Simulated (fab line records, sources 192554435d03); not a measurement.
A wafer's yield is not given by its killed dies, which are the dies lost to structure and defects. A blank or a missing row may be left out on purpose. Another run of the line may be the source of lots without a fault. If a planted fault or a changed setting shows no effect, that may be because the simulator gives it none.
The tool behind it: which one? :: flow n5Finfet :: 10 lots (30 wafers sampled), 1 step of a 1938-step route

## WHAT THE GAUGES READ, wafer by wafer
N5_DUMMY_GATE_THK_MEAS_05.
lot: L533
measured: day 2 19:25
on: filmMetro-02
thkNm (nm): 73.1 72.5 72.0

lot: L538
measured: day 3 23:10
on: filmMetro-01
thkNm (nm): 71.9 72.5 71.8

lot: L540
measured: day 4 11:38
on: filmMetro-02
thkNm (nm): 70.6 71.6 72.8

lot: L544
measured: day 5 14:16
on: filmMetro-02
thkNm (nm): 71.2 71.4 70.9

lot: L545
measured: day 5 22:38
on: filmMetro-02
thkNm (nm): 73.9 72.9 72.7

lot: L546
measured: day 6 01:12
on: filmMetro-01
thkNm (nm): 72.8 73.2 70.7

lot: L547
measured: day 6 08:29
on: filmMetro-01
thkNm (nm): 70.7 70.9 70.1

lot: L548
measured: day 6 12:07
on: filmMetro-01
thkNm (nm): 73.4 71.7 70.9

lot: L555
measured: day 8 07:31
on: filmMetro-01
thkNm (nm): 70.8 71.0 71.9

lot: L556
measured: day 8 12:05
on: filmMetro-02
thkNm (nm): 72.1 72.1 70.9

## EACH LOT AND THE TOOL THAT RAN IT (in order: tool; ch and the chambers of the sampled wafers; start)
Record: no process step prior to these readings.

## THE ANSWER, worked out from the rows above alone
Rule: the lots themselves supply what counts as usual. The widest of any qualifying gaps counts: lots, ordered by their means at a reading, are off when they make up no more than a third of the lots, leave a main group of 4 or more, and stand apart from it by 3 or more times the standard deviation of that group's means. A main group is skipped when, at the precision printed for the reading in the tables above, its means are all equal. Also off: a lot with no number at a reading for which 4 or more lots have one. Any other lot the step has rows for is counted as sound.
Nothing can be told from this: no lot is off at any reading shown.

## WHAT THE SIMULATOR HAD PUT IN
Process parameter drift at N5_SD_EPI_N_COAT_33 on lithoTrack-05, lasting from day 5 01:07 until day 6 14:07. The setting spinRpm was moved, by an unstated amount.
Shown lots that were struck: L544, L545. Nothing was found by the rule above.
